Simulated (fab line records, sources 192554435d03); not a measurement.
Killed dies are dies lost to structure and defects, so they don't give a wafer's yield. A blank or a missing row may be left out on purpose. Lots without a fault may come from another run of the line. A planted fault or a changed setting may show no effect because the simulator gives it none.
fab line records | flow n5_finfet
record lots=4 wafers=12 last_day=15
route steps=1938 shown SD_EPI_N@284 SD_EPI_P@295 BEOL_M4@1111
lots that met no fault: from a run of the same line without faults
start_h: hours from the record's first day to the start of the lot's first wafer shown | wait_h: hours since the lot's step before | " the same as in the row above | L1.1+2: a row that stands for several wafers | - no value, or no start given | * or withheld: withheld | < > ~ a bound
route shown NAME@n: a module of which the file shows steps, and the number in the route of the first | usual: mean/standard deviation of fault-free wafers | same: alike in all rows | chamber/n: place in a boat | sites: the reading at each site | _std_site: their standard deviation | _edge_site: outer sites' mean less inner sites' | radius_mm: how far each site lies from the wafer's centre | mask NAME#n: copy n | behind: the tool/chamber that last shaped the wafer | hold: why the lot was held/for how many hours/how that ended | device: the transistor (n, p or np) that didn't switch | end of line: the same wafers' tests at the end of the route | a step without rows: its recipe alone | killed: dies lost to structure and defects at the first sort, not the wafer's yield | map: a wafer's dies, x killed, . not, _ none there
set.NAME: the setting as run; set.NAME@STEP: as run at that earlier step | model.NAME: the simulator's own value behind a step, which no gauge read
lots at some steps of the route; a table a step, a row a wafer
services: from which hour (start_h, from the record's first day; less than 0 if before it) a tool's chamber was out of use, for how many hours, and why
## steps
# step N5_SD_EPI_N_STRIP_18
# recipe chemistry=SPM time_s=750 temp_c=130 h2so4_h2o2_vol_ratio=4
# step N5_SD_EPI_N_SRD_20
# recipe dry=ipa_marangoni do_ppb=5 time_s=30 temp_c=23 rinse_liquid=diw
# step N5_SD_EPI_N_PRECLEAN_48
# recipe chemistry=NF3:NH3 afs_cycles=2 temp_c=30 time_s=20 sublimation_temp_c=180 sublimation_time_s=60 pressure_torr=3 rf_power_w=30
# step N5_SD_EPI_N_VAPOR_ETCH_50
# recipe chemistry=HCl target=Si temp_c=775 time_s=54 pressure_torr=20 mode=isotropic
# step N5_SD_EPI_N_EPI_21
# recipe material=Si:P dopant=P temp_c=680 pressure_torr=255 time_s=690
# step N5_SD_EPI_N_PRECLEAN_24
# recipe chemistry=O3/DIW time_s=60 temp_c=22 o3_ppm=10
# step N5_SD_EPI_N_SRD_25
# recipe time_s=30 temp_c=23 rinse_liquid=diw dry=ipa_marangoni
# step N5_SD_EPI_N_PRECLEAN_49
# recipe chemistry=NF3:NH3 afs_cycles=1 temp_c=30 time_s=20 sublimation_temp_c=180 sublimation_time_s=60 pressure_torr=3 rf_power_w=30
# step N5_SD_EPI_N_LINER_46
# recipe material=SiNx target_thk_a=30 temp_c=400 ald_precursor_family=SiH2I2 ald_co_reactant=N2/H2-plasma pressure_torr=2
# step N5_SD_EPI_P_COAT_34
# recipe resist=SOC temp_c=250 time_s=60 spin_rpm=1500 resist_thk_nm=350
# step N5_SD_EPI_P_COAT_35
# recipe resist=SiARC temp_c=220 time_s=60 spin_rpm=1500 resist_thk_nm=35
# usual plate_temp_C=220.00/0.16 spin_speed_rpm=1500.0/1.1
# columns lot.wafer tool chamber start_h wait_h plate_temp_C spin_speed_rpm model.SiARC_of_SD_EPI_P_COAT_35.thk_nm
L582.2 litho_track-03 0 66.17 - 219.75 1500.2 35
L582.5 " 0 " " 220.00 1500.5 35
L582.6 " 0 " " 219.98 1499.8 35
L589.1 litho_track-03 0 110.90 - 219.86 1124.7 40.4
L589.2 " 0 " " 220.20 1126.5 40.4
L589.3 " 0 " " 219.94 1125.7 40.4
L592.4 litho_track-03 0 129.03 - 219.93 1125.7 40.6
L592.5 " 0 " " 220.23 1126.1 40.6
L592.6 " 0 " " 220.27 1126.6 40.4
L594.2 litho_track-04 0 137.30 - 219.88 1499.7 35
L594.3 " 0 " " 219.96 1499.6 35
L594.5 " 0 " " 220.14 1501.2 35
# step N5_SD_EPI_P_COAT_03
# recipe resist=CAR-ArF-block spin_rpm=1500 resist_thk_nm=150
# step N5_SD_EPI_P_EBR_05
# recipe solvent=PGMEA ebr_width_mm=1.5
# step N5_SD_EPI_P_SOFTBAKE_04
# recipe temp_c=110 time_s=60 resist=CAR-ArF-block
# step N5_SD_EPI_P_EXPOSE_06
# recipe mask_id=SD_P_BLK na=1.35 source_shape=conventional sigma_outer=0.8 polarization=unpolarized target_cd_nm=240 dose_mj=39.5
# step N5_SD_EPI_P_PEB_07
# recipe peb_temp_c=110 peb_time_s=60 resist=CAR-ArF-block
# step N5_SD_EPI_P_DEVELOP_08
# recipe develop_time_s=30 developer=TMAH resist=CAR-ArF-block dev_temp_c=23 rinse_liquid=diw dry=air_spin
# step N5_SD_EPI_P_DESCUM_14
# recipe chemistry=O2 time_s=7.9 source_power_w=50 bias_power_w=20 pressure_mtorr=20 rf_frequency_hz=2.712e+07 temp_c=40 resist=CAR-ArF-block o2_flow_sccm=225
# step N5_SD_EPI_P_ETCH_36
# recipe chemistry=CF4 target=SiARC target_depth_a=455 mask_material=CAR-ArF-block time_s=75.8 ion_energy_ev=80 pressure_mtorr=40 source_w=545 bias_w=36 Ar_flow_sccm=100 cf4_flow_sccm=100 ends=cleared
# usual cf4_flow_sccm=100.0/0.32 drypump_motor_current_A=5.8/0.62 etch_rf_on_time_s=75.5/0.95 oes_product_au=0.64/0.07 rf_vpp_V=184.1/1.2 showerhead_plenum_p_Torr=2.14/0.081 throttle_valve_pct=15.64/0.2
# columns lot.wafer tool chamber start_h wait_h cf4_flow_sccm drypump_motor_current_A etch_rf_on_time_s oes_product_au rf_hours_counter_h rf_vpp_V showerhead_plenum_p_Torr throttle_valve_pct model.etch.depth_nm model.CAR-ArF-block_of_SD_EPI_P_COAT_03.thk_nm
L582.2 rie_diel-03 3 66.66 0.0 100.0 6.4 77.4 0.59 236 183.3 2.03 15.68 35.05 111
L582.5 " 0 " " 100.5 5.1 76.0 0.64 - 182.1 2.07 15.47 35 110.6
L582.6 " 1 " " 99.9 6.1 77.0 0.65 - 184.2 2.24 15.67 35.07 111.2
L589.1 rie_diel-03 0 111.26 0.0 99.8 5.1 86.0 0.65 148 183.3 2.06 15.47 40.38 106.2
L589.2 " 1 " " 99.9 6.1 87.9 0.63 127 185.4 2.23 15.68 40.41 106.2
L589.3 " 2 " " 100.0 5.5 87.0 0.64 168 184.0 2.14 15.73 40.37 106
L592.4 rie_diel-04 3 129.65 0.0 100.6 6.8 87.0 0.60 - 182.6 2.05 15.50 40.51 105.6
L592.5 " 1 " " 99.5 5.4 89.0 0.58 - 185.1 2.20 15.90 40.58 105.6
L592.6 " 0 " " 100.0 5.4 86.8 0.68 - 184.6 2.23 15.74 40.39 106
L594.2 rie_diel-03 1 137.97 0.0 100.3 6.1 76.4 0.64 131 186.2 2.23 15.68 34.94 110.8
L594.3 " 0 " " 100.1 5.1 76.2 0.63 152 184.1 2.06 15.48 34.96 110.4
L594.5 " 2 " " 99.7 5.4 76.2 0.63 - 183.1 2.14 15.71 34.92 111.2
# step N5_SD_EPI_P_ETCH_37
# recipe chemistry=N2/H2 target=SOC overetch_a=1080 mask_material=SiARC temp_c=40 ion_energy_ev=100 source_w=3000 bias_w=133 pressure_mtorr=20 time_s=486 n2_flow_sccm=200 h2_flow_sccm=200 ends=end_point
# step N5_SD_EPI_P_STRIP_38
# recipe chemistry=N2/H2 temp_c=40 n2_flow_sccm=200 h2_flow_sccm=200 rf_frequency_hz=6e+07
# step N5_SD_EPI_P_ETCHBACK_46
# recipe chemistry=CH3F/O2 mode=anisotropic_etchback target=SiNx target_depth_a=175 stop_on=SiO2 over_etch_frac=0.3 ion_energy_ev=120 pressure_mtorr=30 source_w=395 bias_w=73 Ar_flow_sccm=150 CH3F_flow_sccm=30 O2_flow_sccm=20
# step N5_SD_EPI_P_ETCH_47
# recipe chemistry=CH3F/O2 target=SiOCN target_depth_a=250 mask_material=SOC ion_energy_ev=60 bias_w=29 pressure_mtorr=30 source_w=410 Ar_flow_sccm=150 CH3F_flow_sccm=30 O2_flow_sccm=20
# step N5_SD_EPI_P_ETCH_16
# recipe chemistry=CHF3/O2 target=SiO2 target_depth_a=50 mask_material=SOC pressure_mtorr=30 source_w=650 bias_w=170 Ar_flow_sccm=200 CHF3_flow_sccm=50 O2_flow_sccm=5 ion_energy_ev=200
# usual drypump_motor_current_A=5.8/0.62 oes_product_au=0.75/0.08 rf_vpp_V=523/6.2 showerhead_plenum_p_Torr=2.40/0.093 throttle_valve_pct=18.92/0.21
# columns lot.wafer tool chamber start_h wait_h drypump_motor_current_A oes_product_au rf_hours_counter_h rf_vpp_V showerhead_plenum_p_Torr throttle_valve_pct model.SiARC_of_SD_EPI_P_COAT_35.thk_nm
L582.2 rie_diel-03 3 67.24 0.1 6.4 0.70 236 525 2.29 18.93 12.2
L582.5 " 0 " " 5.2 0.76 - 518 2.32 18.70 11.6
L582.6 " 1 " " 6.1 0.75 - 534 2.52 18.94 11.8
L589.1 rie_diel-03 0 111.84 0.1 5.1 0.75 148 519 2.32 18.72 16.8
L589.2 " 1 " " 6.1 0.74 128 535 2.51 18.93 17
L589.3 " 2 " " 5.5 0.75 168 522 2.41 18.99 17.2
L592.4 rie_diel-04 3 130.23 0.0 6.8 0.69 - 518 2.30 18.72 17
L592.5 " 1 " " 5.4 0.69 - 528 2.48 19.20 17.4
L592.6 " 0 " " 5.4 0.79 - 519 2.52 19.06 17
L594.2 rie_diel-03 1 138.55 0.1 6.1 0.74 132 533 2.51 18.97 11.6
L594.3 " 0 " " 5.1 0.74 152 519 2.32 18.72 11.6
L594.5 " 2 " " 5.5 0.74 - 522 2.40 19.02 11.4
# step N5_SD_EPI_P_STRIP_50
# recipe chemistry=CHF3/O2 resist=SiARC rf_frequency_hz=6e+07
# step N5_BEOL_M4_RC_MEAS_101
# usual DIBL_N=35.9/1.4 DIBL_P=35.9/1.7 IOFF_N=0.155/0.023 IOFF_P=0.201/0.029 ION_N=672/8.8 ION_P=460/7 SS_N=71.6/0.48 SS_P=73.1/0.64 VT_N=250.0/3 VT_P=-251.6/3
# columns lot.wafer tool chamber start_h wait_h DIBL_N[mV/V] DIBL_P[mV/V] IOFF_N[nA/um] IOFF_P[nA/um] ION_N[uA/um] ION_P[uA/um] SS_N[mV/dec] SS_P[mV/dec] VT_N[mV] VT_P[mV]
L582.2 prober-02 0 183.09 0.2 34.8 33.7 0.131 0.188 665 462 71.6 71.9 254.0 -249.1
L582.5 " 0 " " 35.7 34.9 0.139 0.206 666 462 71.8 73.1 251.4 -247.9
L582.6 " 0 " " 36.3 36.9 0.167 0.238 673 464 71.9 73.9 247.6 -244.8
L589.1 prober-02 0 233.99 0.0 33.5 31.5 0.124 0.159 658 452 71.5 71.5 253.0 -254.3
L589.2 " 0 " " 34.7 33.8 0.136 0.188 671 452 71.3 72.6 249.6 -253.2
L589.3 " 0 " " 32.9 31.2 0.108 0.149 666 457 70.2 71.6 252.9 -253.7
L592.4 prober-02 0 245.94 0.5 36.8 35.7 0.147 0.197 664 453 71.8 73.1 249.5 -252.6
L592.5 " 0 " " 36.0 34.5 0.139 0.184 669 463 71.3 72.6 252.9 -253.6
L592.6 " 0 " " 38.1 36.3 0.165 0.204 677 457 71.8 72.6 250.8 -250.2
L594.2 prober-01 0 252.21 0.2 36.8 36.7 0.185 0.249 686 468 71.7 73.3 244.7 -246.1
L594.3 " 0 " " 36.7 36.6 0.178 0.247 675 466 71.5 73.5 247.9 -248.8
L594.5 " 0 " " 36.7 36.6 0.183 0.241 679 472 72.0 72.8 245.7 -248.7
## services
# columns tool chamber start_h hours kind
rie_diel-04 0 78.56 1.2 repair
rie_diel-03 3 122.82 - clean
rie_diel-03 3 122.82 - consumable_replace:focus_ring
rie_diel-03 3 122.82 - consumable_replace:showerhead
rie_diel-03 3 122.82 24.2 scheduled_down
rie_diel-03 3 122.82 24.2 vent_cycle
rie_diel-03 - 123.29 14.6 pm
rie_diel-04 2 124.85 24.6 repair
## key
first_sign step=N5_SD_EPI_P_COAT_35 reading=spin_speed_rpm direction=down sigmas=99+ usual=* struck=*
effect step=N5_SD_EPI_P_ETCH_36 reading=etch_rf_on_time_s direction=up sigmas=12 usual=* struck=*
model_effect step=N5_SD_EPI_P_COAT_35 value=SiARC_of_SD_EPI_P_COAT_35.thk_nm without=35.03 struck=40.47
model_effect step=N5_SD_EPI_P_ETCH_36 value=etch.depth_nm without=35.03 struck=40.44
model_effect step=N5_SD_EPI_P_ETCH_16 value=SiARC_of_SD_EPI_P_COAT_35.thk_nm without=11.67 struck=17.07
met_at N5_SD_EPI_P_COAT_35
struck_wafers L589.1,L589.2,L589.3,L592.4,L592.5,L592.6
onset_between 66.17 110.90
fault kind=process_parameter_drift tool=litho_track-03 chamber=- onset_h=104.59 steps=N5_SD_EPI_P_COAT_35 channel=spin_rpm offset=* shape=step end_h=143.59 acts_in=* stated=*
